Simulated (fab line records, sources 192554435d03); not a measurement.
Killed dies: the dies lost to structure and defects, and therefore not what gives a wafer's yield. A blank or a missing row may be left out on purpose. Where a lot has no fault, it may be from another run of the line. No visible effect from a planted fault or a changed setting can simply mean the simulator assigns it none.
Struck lot and sound lot, side by side || flow n5Finfet || 39 out of 1938 route steps
Sound: wafers L815.1, L815.3, L815.6. Struck: wafer L810.3 (left out: L810.5, L810.6 of the same lot, which were not struck); the cause appears at the end.
Each step with rows lists, per side, the tool, then ch with its chambers, then its first start. Under that, the readings that differ: sound wafers || struck wafers || difference of the means || sigmas: that difference in standard deviations of wafers without a fault.
alike: words and numbers the same on both sides, and readings whose means are apart by under 2 such deviations; not compared: readings that were withheld, readings missing a value for some wafer, numbers with overlapping values and no deviation given by the record, and bounds like >300 which may hide the same value.
Wherever a step has rows on one side only, a row that says differs or no value, or a row with sigmas, the two part there. Numbers that have no deviation but don't overlap get no sigmas and don't part them. A reading that every wafer of one side lacks parts them only if that side has two wafers or more.

first, 9 steps without rows for these wafers: N5_MOL_CONTACT_COAG_CVD_140 (deposits W, target thk 66.5 nm, time 215 s); N5_MOL_CONTACT_COAG_PRECLEAN_127 (cleans in DIW, time 57.5 s); N5_MOL_CONTACT_COAG_SRD_128 (dry time 32 s); N5_MOL_CONTACT_COAG_CMP_52 (polishes, stops on SiO2, t overpolish 1.5 s, target thk 66.5 nm); N5_MOL_CONTACT_COAG_ANNEAL_112 (time 1800 s); N5_BEOL_M0_SAQP_PECVD_00 (deposits SiCN from 3MS/NH3, target thk 8 nm, time 14 s); N5_BEOL_M0_SAQP_ILD_DEP_01 (deposits SiOC from DEMS/O2, target thk 45.419 nm, time 8.7 s); N5_BEOL_M0_SAQP_HM_DEP_02 (deposits TiN, target thk 12 nm); N5_BEOL_M0_SAQP_PECVD_03 (deposits SiCN from 3MS/NH3, target thk 12 nm, time 21.1 s).
N5_BEOL_M0_SAQP_PECVD_96: deposits a-Si from SiH4/He, target thk 45 nm, time 45.2 s.
  sound on pecvd-03 ch 0,1, day 11 12:38; struck on pecvd-03 ch 1, day 8 14:28
{"reading": "runLengthS (s)", "sound": "82.0 81.8 82.4", "struck": 99.2, "difference": "+17.1", "sigmas": "+32"}
{"reading": "model.a-Si_of_BEOL_M0_SAQP_PECVD_96.thkNm (nm)", "sound": "44.4 44.2 45.2", "struck": 61.6, "difference": "+17.0", "sigmas": ""}
  alike: heaterPowerW, showerheadPlenumPTorr, throttleValvePct
then, 25 steps without rows for these wafers: N5_BEOL_M0_SAQP_PECVD_97 (deposits SiNx from SiH4/NH3/N2, target thk 23 nm, time 19.9 s); N5_BEOL_M0_SAQP_PECVD_04 (deposits a-Si from SiH4/He, target thk 60 nm, time 60.2 s); N5_BEOL_M0_SAQP_HM_DEP_111 (deposits SiO2 from SiH4/N2O, target thk 12 nm, time 7.2 s); N5_BEOL_M0_SAQP_COAT_81 (time 60 s, resist thk 100 nm); N5_BEOL_M0_SAQP_COAT_82 (time 60 s, resist thk 30 nm); N5_BEOL_M0_SAQP_COAT_08 (resist thk 90 nm); N5_BEOL_M0_SAQP_EBR_10; N5_BEOL_M0_SAQP_SOFTBAKE_09 (time 60 s); N5_BEOL_M0_SAQP_EXPOSE_11 (exposes mask M0 CORE, target cd 42 nm); N5_BEOL_M0_SAQP_PEB_12 (peb time 60 s); N5_BEOL_M0_SAQP_DEVELOP_13 (develop time 30 s); N5_BEOL_M0_SAQP_DESCUM_19 (chemistry O2, time 7.9 s); N5_BEOL_M0_SAQP_ETCH_83 (etches SiARC in CF4, target depth 39 nm, time 65 s); N5_BEOL_M0_SAQP_ETCH_84 (etches SOC in N2/H2, target depth 100 nm, overetch 20 nm, time 150 s); N5_BEOL_M0_SAQP_STRIP_80 (strips in N2/H2); N5_BEOL_M0_SAQP_HM_OPEN_112 (chemistry CHF3/O2, target SiO2, stops on a-Si, target depth 12 nm, time 13.5 s); N5_BEOL_M0_SAQP_STRIP_113 (strips in CHF3/O2); N5_BEOL_M0_SAQP_MANDREL_ETCH_20 (etches a-Si in HBr/Cl2, stops on SiNx, target depth 60 nm, bt time 10 s, time 30 s); N5_BEOL_M0_SAQP_STRIP_86 (strips in N2/H2); N5_BEOL_M0_SAQP_STRIP_115 (strips in post etch residue remover, time 60 s); N5_BEOL_M0_SAQP_SRD_93 (time 30 s); N5_BEOL_M0_SAQP_RECESS_114 (chemistry HF/NH3, target SiO2, target depth 14.4 nm, afs cycles 3, sublimation time 60 s); N5_BEOL_M0_SAQP_SPACER1_ALD_98 (deposits SiO2, target thk 12.8 nm, pulse time 1 s, purge time 2 s); N5_BEOL_M0_SAQP_SPACER1_ETCHBACK_99 (etches SiO2 in CHF3/O2, target depth 15.4 nm, time 7.7 s); N5_BEOL_M0_SAQP_MANDREL1_REMOVE_100 (chemistry HBr/Cl2/O2, target a-Si, stops on SiNx, bt time 10 s).
N5_BEOL_M0_SAQP_MANDREL_ETCH_103: etches a-Si in HBr/Cl2, stops on SiCN, target depth 45 nm, bt time 10 s, time 27 s.
  sound on rieSi-05 ch 0,2,3, day 11 16:13; struck on rieSi-05 ch 2, day 8 22:13
{"reading": "oesProductAu (a.u.)", "sound": "0.671 0.655 0.672", "struck": 0.793, "difference": "+0.127", "sigmas": "+11"}
{"reading": "throttleValvePct (%)", "sound": "35.7 35.1 35.5", "struck": 34.7, "difference": -0.7, "sigmas": -2}
{"reading": "model.etch.depthNm (nm)", "sound": "44.31 44.24 45.15", "struck": 61.6, "difference": "+17.0", "sigmas": ""}
  alike: drypumpMotorCurrentA, heBacksideLeakSccm
  not compared: rfHoursCounterH
N5_BEOL_M0_SAQP_SPACER2_ETCHBACK_27: etches SiO2 in CHF3/O2, target depth 22.5 nm, time 11.25 s.
  sound on rieDiel-02 ch 1,3, day 11 20:29; struck on rieDiel-03 ch 0, day 8 23:58
{"reading": "rfVppV (V)", "sound": "514 519 512", "struck": 527, "difference": "+12", "sigmas": "+3"}
{"reading": "showerheadPlenumPTorr (Torr)", "sound": "2.30 2.30 2.30", "struck": 2.52, "difference": "+0.22", "sigmas": "+3"}
{"reading": "model.a-Si_of_BEOL_M0_SAQP_PECVD_96.thkNm (nm)", "sound": "42.2 42 43", "struck": 59.4, "difference": "+17.0", "sigmas": ""}
  alike: drypumpMotorCurrentA, oes_f_703_au, oesProductAu, throttleValvePct
  not compared: rfHoursCounterH
-- a jump in the record: the struck wafers' starts before and after are 3 days apart (it breaks off in module BEOL_M0_SAQP and resumes in module BEOL_M4, where the first step shown is number 1111 of the route) --
N5_BEOL_M4_RC_MEAS_101:
  sound on prober-02 ch 0, day 14 00:18; struck on prober-01 ch 0, day 12 02:19
{"reading": "DIBL_P (mV/V)", "sound": "36.1 35.2 35.6", "struck": 38.9, "difference": "+3.3", "sigmas": "+2"}
{"reading": "IOFF_P (nA/um)", "sound": "0.201 0.186 0.191", "struck": 0.260, "difference": "+0.067", "sigmas": "+2"}
{"reading": "SS_P (mV/dec)", "sound": "72.4 73.0 72.4", "struck": 74.9, "difference": "+2.3", "sigmas": "+4"}
  alike: DIBL_N, IOFF_N, ION_N, ION_P, SS_N, VT_N, VT_P
-- the record jumps here: 4 days lie between the struck wafers' starts before and after (it left off in module BEOL_M4 and takes up again in module PASSIVATION, whose first step shown is number 1936 of the route) --
N5_PASSIVATION_PROBE_49:
  sound on prober-01, day 18 12:19; struck on prober-01, day 16 09:35
  alike: defectLimitedYield, killed_at_M0_to_M3, killed_at_M4_up, killedAtContacts, killedAtFrontEnd, killedAtOther, killedDies, killedOpen, killedShort, sort_bin_5_function, sort_bin_6_memory, sortNPass, sortYieldPct

== WHERE THEY PART ==
First at N5_BEOL_M0_SAQP_PECVD_96; last, within this record, at N5_BEOL_M4_RC_MEAS_101. Later steps at which nothing parts them and some readings are alike: N5_PASSIVATION_PROBE_49.

WHY: the cause the simulator had injected
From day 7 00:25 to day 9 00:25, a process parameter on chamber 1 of pecvd-03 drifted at N5_BEOL_M0_SAQP_PECVD_96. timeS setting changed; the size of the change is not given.
